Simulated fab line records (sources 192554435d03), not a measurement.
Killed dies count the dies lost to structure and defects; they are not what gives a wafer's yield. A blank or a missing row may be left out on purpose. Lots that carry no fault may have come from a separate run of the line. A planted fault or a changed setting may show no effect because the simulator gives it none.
The tool behind it: which one? -- flow n5Finfet -- Sampling: 24 lots, 72 wafers, 6 of 1938 route steps

## WHAT THE GAUGES SHOWED, per wafer
N5_BEOL_M11_RS_MEAS_57: uses a four-point probe to measure.
lot,measured,on,M11_RS (ohm/sq)
L074,day 11 16:55,filmMetro-02,0.145 0.154 0.157
L075,day 11 17:09,filmMetro-01,0.151 0.151 0.149
L078,day 13 17:17,filmMetro-01,0.154 0.149 0.153
L077,day 13 23:20,filmMetro-01,0.151 0.144 0.157
L080,day 14 16:37,filmMetro-01,0.159 0.150 0.146
L079,day 14 17:40,filmMetro-01,0.147 0.159 0.145
L081,day 15 02:41,filmMetro-02,0.156 0.149 0.154
L082,day 15 11:09,filmMetro-01,0.146 0.158 0.149
L083,day 15 20:02,filmMetro-02,0.155 0.149 0.150
L085,day 16 06:10,filmMetro-01,0.146 0.156 0.142
L084,day 16 08:22,filmMetro-02,0.160 0.152 0.160
L087,day 16 08:34,filmMetro-01,0.143 0.155 0.153
L086,day 16 10:41,filmMetro-02,0.145 0.150 0.148
L089,day 16 17:13,filmMetro-02,0.152 0.145 0.156
L076,day 16 17:36,filmMetro-02,0.140 0.147 0.157
L090,day 17 02:39,filmMetro-02,0.155 0.140 0.145
L091,day 17 18:49,filmMetro-02,0.151 0.140 0.154
L088,day 17 21:49,filmMetro-02,0.141 0.151 0.143
L092,day 17 22:22,filmMetro-01,0.153 0.150 0.143
L095,day 18 03:21,filmMetro-01,0.152 0.145 0.152
L093,day 18 04:55,filmMetro-01,0.144 0.145 0.153
L096,day 18 05:16,filmMetro-02,0.148 0.162 0.147
L094,day 18 06:49,filmMetro-01,0.148 0.156 0.151
L097,day 18 10:58,filmMetro-01,0.146 0.145 0.159

N5_BEOL_M12_THK_MEAS_01.
lot,measured,on,M12_ILD_THK (nm)
L074,day 11 17:07,filmMetro-02,654 656 650
L075,day 11 17:20,filmMetro-01,657 665 663
L078,day 13 17:33,filmMetro-02,637 656 673
L077,day 13 23:31,filmMetro-01,668 660 654
L080,day 14 16:49,filmMetro-01,640 667 666
L079,day 14 17:52,filmMetro-02,638 655 663
L081,day 15 02:52,filmMetro-02,649 643 655
L082,day 15 11:21,filmMetro-01,651 661 652
L083,day 15 20:13,filmMetro-02,654 661 660
L085,day 16 06:22,filmMetro-01,664 667 663
L084,day 16 08:33,filmMetro-02,646 656 675
L087,day 16 08:46,filmMetro-02,648 639 664
L086,day 16 10:52,filmMetro-02,649 660 654
L089,day 16 17:25,filmMetro-02,654 668 675
L076,day 16 18:04,filmMetro-01,653 667 663
L090,day 17 02:50,filmMetro-02,663 675 682
L091,day 17 19:01,filmMetro-01,645 658 652
L088,day 17 22:01,filmMetro-02,660 665 670
L092,day 17 22:37,filmMetro-01,654 644 660
L095,day 18 03:32,filmMetro-02,644 665 657
L093,day 18 05:07,filmMetro-02,654 668 672
L096,day 18 05:28,filmMetro-02,648 658 655
L094,day 18 07:01,filmMetro-02,658 650 670
L097,day 18 11:10,filmMetro-02,650 675 663

N5_BEOL_M12_INSPECT_12: inspects for defects (macro).
lot,measured,on,rawDefectCount
L074,day 11 17:28,defectInspect-01,1 5 2
L075,day 11 17:42,defectInspect-02,1 4 3
L078,day 13 18:02,defectInspect-01,2 1 2
L077,day 14 00:01,defectInspect-01,1 2 2
L080,day 14 17:18,defectInspect-01,0 2 3
L079,day 14 18:13,defectInspect-02,1 5 0
L081,day 15 03:14,defectInspect-01,1 0 1
L082,day 15 11:42,defectInspect-02,2 3 3
L083,day 15 20:42,defectInspect-01,3 3 5
L085,day 16 06:44,defectInspect-02,1 2 2
L084,day 16 09:02,defectInspect-02,1 3 2
L087,day 16 09:14,defectInspect-02,5 0 1
L086,day 16 11:14,defectInspect-02,0 2 4
L089,day 16 17:55,defectInspect-02,0 4 6
L076,day 16 18:25,defectInspect-02,3 4 5
L090,day 17 03:12,defectInspect-02,1 6 0
L091,day 17 19:29,defectInspect-02,4 3 2
L088,day 17 22:30,defectInspect-02,2 2 0
L092,day 17 22:58,defectInspect-02,0 2 4
L095,day 18 03:54,defectInspect-02,3 2 0
L093,day 18 05:35,defectInspect-02,3 1 3
L096,day 18 05:49,defectInspect-02,2 2 6
L094,day 18 07:30,defectInspect-02,2 4 3
L097,day 18 11:32,defectInspect-01,3 2 1

N5_BEOL_M14_CD_MEAS_28: the cd target is 284.4 nm.
lot,measured,on,cdNm (nm)
L074,day 12 02:04,cdSem-03,285.3 285.7 285.4
L075,day 12 04:36,cdSem-03,288.4 285.6 285.5
L078,day 14 06:52,cdSem-02,283.1 280.2 282.5
L077,day 14 11:22,cdSem-03,285.8 283.0 284.9
L080,day 15 10:13,cdSem-01,281.8 283.1 285.2
L079,day 15 10:39,cdSem-02,282.6 285.0 283.0
L081,day 15 23:08,cdSem-01,285.3 285.5 284.4
L082,day 16 03:21,cdSem-01,281.9 280.4 282.2
L083,day 16 10:24,cdSem-01,281.9 282.7 283.2
L085,day 16 19:41,cdSem-03,283.2 286.5 285.6
L084,day 16 22:12,cdSem-03,284.9 284.6 282.1
L087,day 17 00:11,cdSem-01,284.4 283.1 286.5
L086,day 17 00:54,cdSem-01,286.1 284.5 284.7
L089,day 17 04:08,cdSem-02,284.6 284.4 282.5
L076,day 17 05:43,cdSem-01,283.9 285.2 284.2
L090,day 17 13:16,cdSem-03,286.3 284.9 286.1
L091,day 18 07:50,cdSem-03,286.5 284.3 282.7
L088,day 18 10:27,cdSem-01,287.1 283.9 284.2
L092,day 18 13:19,cdSem-02,283.6 285.8 283.7
L095,day 18 14:03,cdSem-02,282.8 282.8 285.5
L093,day 18 20:42,cdSem-03,284.7 286.5 285.1
L096,day 18 23:11,cdSem-03,283.6 284.2 283.1
L094,day 18 23:38,cdSem-02,285.5 283.9 283.8
L097,day 19 04:29,cdSem-03,284.1 279.6 283.7

## TOOL THAT RAN EACH LOT (tool first, then ch and the chambers of the sampled wafers, then the start)
lot,N5_BEOL_M11_STRIP_77,N5_BEOL_M13_ETCH_59
L074,"rieDiel-02 ch 0,1,2, day 11 16:55 or earlier","rieDiel-04 ch 0,1,3, day 11 21:22"
L075,"rieDiel-04 ch 0,1, day 11 17:09 or earlier","rieDiel-04 ch 0,1,3, day 12 00:01"
L078,"rieDiel-06 ch 1,2,3, day 13 17:17 or earlier","rieDiel-06 ch 2,3, day 14 00:36"
L077,"rieDiel-04 ch 0,1,2, day 13 23:20 or earlier","rieDiel-06 ch 2,3, day 14 05:26"
L080,"rieDiel-04 ch 0,1,2, day 14 16:37 or earlier","rieDiel-04 ch 0,1,2, day 15 00:07"
L079,"rieDiel-04 ch 1,2, day 14 17:40 or earlier","rieDiel-06 ch 0,1, day 15 01:10"
L081,"rieDiel-06 ch 0,1, day 15 02:41 or earlier","rieDiel-06 ch 0,2,3, day 15 10:01"
L082,"rieDiel-04 ch 1,2,3, day 15 11:09 or earlier","rieDiel-04 ch 1,2,3, day 15 20:14"
L083,"rieDiel-04 ch 0,1,3, day 15 20:02 or earlier","rieDiel-06 ch 1,3, day 16 04:19"
L085,"rieDiel-06 ch 0,1,2, day 16 06:10 or earlier","rieDiel-02 ch 1,2, day 16 11:42"
L084,"rieDiel-02 ch 1,2, day 16 08:22 or earlier","rieDiel-02 ch 0,1,2, day 16 17:04"
L087,"rieDiel-06 ch 0,2, day 16 08:34 or earlier","rieDiel-04 ch 0,1,2, day 16 17:25"
L086,"rieDiel-04 ch 0,1,3, day 16 10:41 or earlier","rieDiel-02 ch 1,2, day 16 17:34"
L089,"rieDiel-04 ch 0,1,2, day 16 17:13 or earlier","rieDiel-02 ch 1,2, day 16 22:53"
L076,"rieDiel-06 ch 0,1,2, day 16 17:36 or earlier","rieDiel-04 ch 0,1,2, day 17 00:07"
L090,"rieDiel-06 ch 1,2,3, day 17 02:39 or earlier","rieDiel-06 ch 0,1,3, day 17 07:47"
L091,"rieDiel-06 ch 0,1,3, day 17 18:49 or earlier","rieDiel-06 ch 0,2, day 18 01:52"
L088,"rieDiel-06 ch 0,2, day 17 21:49 or earlier","rieDiel-06 ch 0,2,3, day 18 04:52"
L092,"rieDiel-06 ch 0,2,3, day 17 22:22 or earlier","rieDiel-06 ch 2,3, day 18 05:14"
L095,"rieDiel-06 ch 2,3, day 18 03:21 or earlier","rieDiel-04 ch 0,2,3, day 18 08:19"
L093,"rieDiel-06 ch 2,3, day 18 04:55 or earlier","rieDiel-06 ch 0,1, day 18 12:34"
L096,"rieDiel-04 ch 1,2, day 18 05:16 or earlier","rieDiel-06 ch 0,1,3, day 18 15:55"
L094,"rieDiel-04 ch 0,1,2, day 18 06:49 or earlier","rieDiel-02 ch 1,2,3, day 18 16:22"
L097,"rieDiel-02 ch 0,1, day 18 10:58 or earlier","rieDiel-04 ch 1,2,3, day 18 18:40"
- N5_BEOL_M11_STRIP_77: strips in N2/H2, time 10 s.
- N5_BEOL_M13_ETCH_59: etches BARC in N2/H2, target depth 89 nm, overetch 26.7 nm, time 67.9 s.

## WHAT THE TOOLS THEMSELVES READ (means of the sampled wafers that have a number; where no wafer has one, the mark that the record gives instead)
N5_BEOL_M11_STRIP_77.
lot,tool,drypumpMotorCurrentA (A),oesProductAu (a.u.),rfVppV (V),showerheadPlenumPTorr (Torr),throttleValvePct (%)
L074,rieDiel-02,5.7,0.88,59.8,2.50,23.43
L075,rieDiel-04,6.0,0.83,57.9,2.46,23.68
L078,rieDiel-06,5.4,0.71,59.1,2.47,23.70
L077,rieDiel-04,5.8,0.85,59.8,2.61,23.74
L080,rieDiel-04,5.8,0.82,59.7,2.61,23.75
L079,rieDiel-04,5.9,0.84,60.1,2.69,23.84
L081,rieDiel-06,5.1,0.77,59.0,2.44,23.44
L082,rieDiel-04,5.7,0.85,59.4,2.61,23.77
L083,rieDiel-04,5.9,0.90,59.2,2.56,23.61
L085,rieDiel-06,5.3,0.93,59.1,2.59,23.31
L084,rieDiel-02,5.8,0.78,58.5,2.44,23.42
L087,rieDiel-06,5.0,0.86,59.1,2.52,23.48
L086,rieDiel-04,5.9,0.89,59.6,2.56,23.61
L089,rieDiel-04,5.8,0.80,58.8,2.60,23.78
L076,rieDiel-06,5.3,0.91,58.7,2.59,23.33
L090,rieDiel-06,5.4,0.88,59.3,2.57,23.48
L091,rieDiel-06,5.3,0.81,59.0,2.52,23.48
L088,rieDiel-06,5.1,0.88,59.8,2.56,23.51
L092,rieDiel-06,5.1,0.80,58.7,2.49,23.66
L095,rieDiel-06,5.3,0.77,59.3,2.47,23.81
L093,rieDiel-06,5.3,0.85,58.9,2.54,23.68
L096,rieDiel-04,5.9,0.80,59.4,2.68,23.88
L094,rieDiel-04,5.8,0.79,58.9,2.60,23.78
L097,rieDiel-02,5.6,0.81,59.5,2.52,23.54

N5_BEOL_M13_ETCH_59.
lot,tool,drypumpMotorCurrentA (A),oesProductAu (a.u.),rfVppV (V),showerheadPlenumPTorr (Torr),throttleValvePct (%)
L074,rieDiel-04,5.9,0.64,521.5,2.47,17.99
L075,rieDiel-04,5.9,0.64,521.5,2.47,18.00
L078,rieDiel-06,5.3,0.60,521.3,2.49,18.17
L077,rieDiel-06,5.3,0.60,521.7,2.49,18.17
L080,rieDiel-04,5.8,0.70,526.1,2.61,17.90
L079,rieDiel-06,5.2,0.66,521.5,2.44,17.71
L081,rieDiel-06,5.2,0.72,522.1,2.50,17.86
L082,rieDiel-04,5.8,0.72,525.8,2.61,17.92
L083,rieDiel-06,5.5,0.68,523.1,2.51,17.94
L085,rieDiel-02,5.9,0.67,521.1,2.45,17.65
L084,rieDiel-02,5.6,0.72,522.5,2.50,17.65
L087,rieDiel-04,5.8,0.69,524.8,2.61,17.92
L086,rieDiel-02,5.7,0.74,522.4,2.47,17.56
L089,rieDiel-02,5.7,0.75,521.9,2.47,17.57
L076,rieDiel-04,5.8,0.69,525.4,2.61,17.92
L090,rieDiel-06,5.3,0.68,522.9,2.52,17.77
L091,rieDiel-06,5.0,0.71,522.8,2.51,17.72
L088,rieDiel-06,5.2,0.68,522.6,2.49,17.90
L092,rieDiel-06,5.3,0.65,521.6,2.47,18.08
L095,rieDiel-04,5.6,0.68,523.1,2.53,17.91
L093,rieDiel-06,5.2,0.71,524.1,2.54,17.60
L096,rieDiel-06,5.3,0.68,522.2,2.52,17.79
L094,rieDiel-02,5.7,0.73,522.5,2.46,17.71
L097,rieDiel-04,5.7,0.69,525.1,2.60,17.96

## THE ANSWER, worked out from the rows above alone
Rule: what is usual is taken from the lots themselves. The widest of any qualifying gaps counts: lots, ordered by their means at a reading, are off when they make up no more than a third of the lots, leave a main group of 4 or more, and stand apart from it by 3 or more times the standard deviation of that group's means. A main group whose means are all the same, to the digits that the tables above print for the reading, isn't used. Also off: a lot with no number at a reading for which 4 or more lots have one. All remaining lots with rows at the step are treated as sound. The gauges are gone through in route order, then the tools' own readings, and for those a lot's mean is taken as printed above. At the first step where some lot is off, the reading lying furthest off is the one used; lots without a number count as furthest.
None of the lots is off at any reading shown; this tells nothing.

## WHAT HAD BEEN PUT IN BY THE SIMULATOR
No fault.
